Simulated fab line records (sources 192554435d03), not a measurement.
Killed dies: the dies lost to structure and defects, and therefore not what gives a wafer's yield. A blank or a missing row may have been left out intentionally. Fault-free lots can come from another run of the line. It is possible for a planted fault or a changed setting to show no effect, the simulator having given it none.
A struck lot beside a sound one | flow n5Finfet | 38 out of 1938 route steps
Sound: these wafers, L573.4, L573.5, L573.6. The struck wafers were L568.1, L568.2, L568.4. The cause is named last.
At each step with rows: each side's tool, then ch and its chambers, then its first start. Under that, the readings that differ: sound wafers | struck wafers | difference of the means | sigmas: that difference in standard deviations of wafers without a fault.
alike: same words and numbers on both sides, and readings whose means sit less than 2 such deviations apart. not compared: any withheld reading, any reading some wafer has no value for, any bound like >300 that may hide the same value, and any number with overlapping values for which the record gives no deviation.
A row with sigmas, a row that says differs or no value, or rows on one side alone: a step with any of these is where the two part. When numbers do not overlap yet have no deviation, they are printed without sigmas and do not part them. Lack of a reading on every wafer of one side parts them only where that side has two or more wafers.

first, 9 steps without rows for these wafers: N5_MOL_CONTACT_COAG_CVD_140 (deposits W, target thk 66.5 nm, time 215 s); N5_MOL_CONTACT_COAG_PRECLEAN_127 (cleans in DIW, time 57.5 s); N5_MOL_CONTACT_COAG_SRD_128 (dry time 32 s); N5_MOL_CONTACT_COAG_CMP_52 (polishes, stops on SiO2, t overpolish 1.5 s, target thk 66.5 nm); N5_MOL_CONTACT_COAG_ANNEAL_112 (time 1800 s); N5_BEOL_M0_SAQP_PECVD_00 (deposits SiCN from 3MS/NH3, target thk 8 nm, time 14 s); N5_BEOL_M0_SAQP_ILD_DEP_01 (deposits SiOC from DEMS/O2, target thk 45.419 nm, time 8.7 s); N5_BEOL_M0_SAQP_HM_DEP_02 (deposits TiN, target thk 12 nm); N5_BEOL_M0_SAQP_PECVD_03 (deposits SiCN from 3MS/NH3, target thk 12 nm, time 21.1 s).
N5_BEOL_M0_SAQP_PECVD_96: deposits a-Si from SiH4/He, target thk 45 nm, time 45.2 s.
  sound on pecvd-02 ch 0,1,2, day 9 15:10; struck on pecvd-04 ch 0,1, day 8 11:56
reading                                        | sound          | struck         | difference                    | sigmas
rfFwdPowerW (W)                                | 99.7 99.1 99.4 | - - -          | no value on the struck wafers | 
runLengthS (s)                                 | 81.4 81.1 82.0 | 79.0 80.4 79.6 | -1.8                          | -3
model.a-Si_of_BEOL_M0_SAQP_PECVD_96.thkNm (nm) | 45.4 45 45.2   | 43.2 44.2 43.6 | -1.5                          | 
  alike: heaterPowerW, showerheadPlenumPTorr, throttleValvePct
  not compared: sinceWetCleanH
then, 25 steps without rows for these wafers: N5_BEOL_M0_SAQP_PECVD_97 (deposits SiNx from SiH4/NH3/N2, target thk 23 nm, time 19.9 s); N5_BEOL_M0_SAQP_PECVD_04 (deposits a-Si from SiH4/He, target thk 60 nm, time 60.2 s); N5_BEOL_M0_SAQP_HM_DEP_111 (deposits SiO2 from SiH4/N2O, target thk 12 nm, time 7.2 s); N5_BEOL_M0_SAQP_COAT_81 (time 60 s, resist thk 100 nm); N5_BEOL_M0_SAQP_COAT_82 (time 60 s, resist thk 30 nm); N5_BEOL_M0_SAQP_COAT_08 (resist thk 90 nm); N5_BEOL_M0_SAQP_EBR_10; N5_BEOL_M0_SAQP_SOFTBAKE_09 (time 60 s); N5_BEOL_M0_SAQP_EXPOSE_11 (exposes mask M0 CORE, target cd 42 nm); N5_BEOL_M0_SAQP_PEB_12 (peb time 60 s); N5_BEOL_M0_SAQP_DEVELOP_13 (develop time 30 s); N5_BEOL_M0_SAQP_DESCUM_19 (chemistry O2, time 7.9 s); N5_BEOL_M0_SAQP_ETCH_83 (etches SiARC in CF4, target depth 39 nm, time 65 s); N5_BEOL_M0_SAQP_ETCH_84 (etches SOC in N2/H2, target depth 100 nm, overetch 20 nm, time 150 s); N5_BEOL_M0_SAQP_STRIP_80 (strips in N2/H2); N5_BEOL_M0_SAQP_HM_OPEN_112 (chemistry CHF3/O2, target SiO2, stops on a-Si, target depth 12 nm, time 13.5 s); N5_BEOL_M0_SAQP_STRIP_113 (strips in CHF3/O2); N5_BEOL_M0_SAQP_MANDREL_ETCH_20 (etches a-Si in HBr/Cl2, stops on SiNx, target depth 60 nm, bt time 10 s, time 30 s); N5_BEOL_M0_SAQP_STRIP_86 (strips in N2/H2); N5_BEOL_M0_SAQP_STRIP_115 (strips in post etch residue remover, time 60 s); N5_BEOL_M0_SAQP_SRD_93 (time 30 s); N5_BEOL_M0_SAQP_RECESS_114 (chemistry HF/NH3, target SiO2, target depth 14.4 nm, afs cycles 3, sublimation time 60 s); N5_BEOL_M0_SAQP_SPACER1_ALD_98 (deposits SiO2, target thk 12.8 nm, pulse time 1 s, purge time 2 s); N5_BEOL_M0_SAQP_SPACER1_ETCHBACK_99 (etches SiO2 in CHF3/O2, target depth 15.4 nm, time 7.7 s); N5_BEOL_M0_SAQP_MANDREL1_REMOVE_100 (chemistry HBr/Cl2/O2, target a-Si, stops on SiNx, bt time 10 s).
N5_BEOL_M0_SAQP_MANDREL_ETCH_103: etches a-Si in HBr/Cl2, stops on SiCN, target depth 45 nm, bt time 10 s, time 27 s.
  sound on rieSi-04 ch 0,1,3, day 9 19:11; struck on rieSi-02 ch 1,2,3, day 8 14:22
reading                 | sound             | struck           | difference | sigmas
model.etch.depthNm (nm) | 45.32 44.94 45.25 | 43.24 44.11 43.6 | -1.52      | 
  alike: drypumpMotorCurrentA, oesProductAu, rfFwdPowerW, throttleValvePct
  not compared: rfHoursCounterH
N5_BEOL_M0_SAQP_SPACER2_ETCHBACK_27: etches SiO2 in CHF3/O2, target depth 22.5 nm, time 11.25 s.
  sound on rieDiel-01 ch 0,1,2, day 9 21:35; struck on rieDiel-01 ch 0,1,2, day 8 16:34
reading                                        | sound        | struck     | difference | sigmas
model.a-Si_of_BEOL_M0_SAQP_PECVD_96.thkNm (nm) | 43.2 42.8 43 | 41 42 41.4 | -2         | 
  alike: O2_flow_sccm, drypumpMotorCurrentA, oesProductAu, rfFwdPowerW, rfVppV, showerheadPlenumPTorr, throttleValvePct
  not compared: rfHoursCounterH
-- the record jumps here: 6 days lie between the struck wafers' starts before and after (it left off in module BEOL_M0_SAQP and takes up again in module BEOL_M4, whose first step shown is number 1111 of the route) --
N5_BEOL_M4_RC_MEAS_101:
  sound on prober-01 ch 0, day 16 16:45; struck on prober-01 ch 0, day 14 23:28
  alike: DIBL_N, DIBL_P, IOFF_N, IOFF_P, ION_N, ION_P, SS_N, SS_P, VT_N, VT_P

WHERE THEY PART
Only at N5_BEOL_M0_SAQP_PECVD_96, as far as this record shows. Later steps at which nothing parts them and some readings are alike: N5_BEOL_M0_SAQP_MANDREL_ETCH_103, N5_BEOL_M0_SAQP_SPACER2_ETCHBACK_27, N5_BEOL_M4_RC_MEAS_101.

WHY: what had been put in by the simulator
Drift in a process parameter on pecvd-04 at N5_BEOL_M0_SAQP_PECVD_96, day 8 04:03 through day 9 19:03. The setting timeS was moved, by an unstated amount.
